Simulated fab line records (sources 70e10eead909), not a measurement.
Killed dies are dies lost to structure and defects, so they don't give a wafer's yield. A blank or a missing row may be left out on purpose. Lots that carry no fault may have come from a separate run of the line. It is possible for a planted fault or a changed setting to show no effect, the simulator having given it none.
8D (eight disciplines) problem report, filled in by code ; flow nand harc ; the parts of the form that need people (team, actions taken, sign-off) are left out

## 1. WHAT WENT WRONG
At NHARC_END_SORT_01, killed at array averages 676 over 3 wafers from 2 lots, while fault-free wafers read 62, standard deviation 22. Measured from the usual mean, that is +28 standard deviations.
First seen on wafer L232.3, day 28 15:21, on prober-01. The record holds 9 wafers of 3 lots with a number at this step. The rule behind "out" and "out of limits": a value lying over 4 standard deviations away from the usual mean. The other wafers with a number count as sound.

## 2. WHAT IT IS AND WHAT IT IS NOT
question;is;is not
which readings at this step;killed at array, killed dies;killed at other, killed at periphery, killed open, killed short
which lots;L232, L233;L222
which wafers of those lots;L232.3, L233.3, L233.5;L232.5, L232.6, L233.2
read on which gauges;prober-01, prober-02;-
when;from day 28 15:21;"up to then (3 sound wafers); but 3 sound wafers of L232, L233 came after"

## 3. SUSPECTS, AND WHAT RULES EACH OUT
Counting: any tool at a process step up to the reading remains a suspect provided it ran every lot that is out. Sound lots after the first of them don't rule it out here, since some wafers of a struck lot are sound.
- the gauge at NHARC_END_SORT_01: ruled out. Those wafers that are out were read across 2 gauges (prober-01, prober-02).
- rie diel-01 at NHARC_A_STAIRCASE_TRIM_12 (chemistry O2, time 211.2 s): kept. Ran every lot that is out, first one L232 (day 20 02:29); last sound lot up to then L222 (day 15 16:29).
- rie diel-01 at NHARC_A_STAIRCASE_ETCH_19 (etches the open film in C4F8/O2, target depth 100 nm, time 40.5 s): kept. Ran every lot that is out, first one L232 (day 20 03:19); last sound lot up to then L222 (day 15 17:20). On those wafers its own readings are out: run length s.
- rie diel-04 at NHARC_A_STAIRCASE_TRIM_24 (chemistry O2, time 211.2 s): kept. It ran every lot that is out, first L232 (day 28 15:21). With no start given for some of its lots, NHARC_A_STAIRCASE_TRIM_24 uses the hours and lot order of NHARC_END_SORT_01.
- At NHARC_A_STAIRCASE_ETCH_19, inside rie diel-01: chamber 0 took the wafers that are out, while their sound lot-mates went through chambers 1, 2.
Left after counting: rie diel-01 at NHARC_A_STAIRCASE_TRIM_12, rie diel-01 at NHARC_A_STAIRCASE_ETCH_19, rie diel-04 at NHARC_A_STAIRCASE_TRIM_24.

## 4. THE CAUSE (what the simulator had put in)
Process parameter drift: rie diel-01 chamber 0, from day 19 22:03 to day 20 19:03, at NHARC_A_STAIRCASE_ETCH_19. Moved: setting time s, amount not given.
Of the 3 suspects that counting leaves, this tool is one.

## 5. SEQUENCE OF EFFECTS, ordered by route
One row per reading whose mean, taken over the struck wafers that have a number, lies over 3 standard deviations from the usual. Readings are gone through only where the record gives a usual standard deviation; hours: the median, over the lots, of the time from a lot's start at the first step in this table giving one to that lot's start at this step; sigmas: the change measured in usual standard deviations.
hours;step;reading;usual;on struck wafers;change;sigmas
0;NHARC_A_STAIRCASE_ETCH_19;run length s;61.93 s;44.67;-17.26;-60
206;NHARC_END_SORT_01;killed at array;62;676;+614;+28
206;NHARC_END_SORT_01;killed dies;67;677;+610;+27
Process steps it contains:
- NHARC_A_STAIRCASE_ETCH_19: etches the open film in C4F8/O2, target depth 100 nm, time 40.5 s.

## 6. WHAT WOULD HAVE CAUGHT IT SOONER
209 hours passed between the start of the fault at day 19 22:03 and the first reading out of limits at a measuring or inspecting step in this record, taken at day 28 15:21.
The tool's own readings at NHARC_A_STAIRCASE_ETCH_19 were out on every struck wafer that the step has a row for (run length s): an alarm limit on them would have fired on the first of those.
By day 28 15:21, every lot that is out (2) had started NHARC_A_STAIRCASE_ETCH_19 on rie diel-01. None of them would have been spared by holding the tool at that moment.
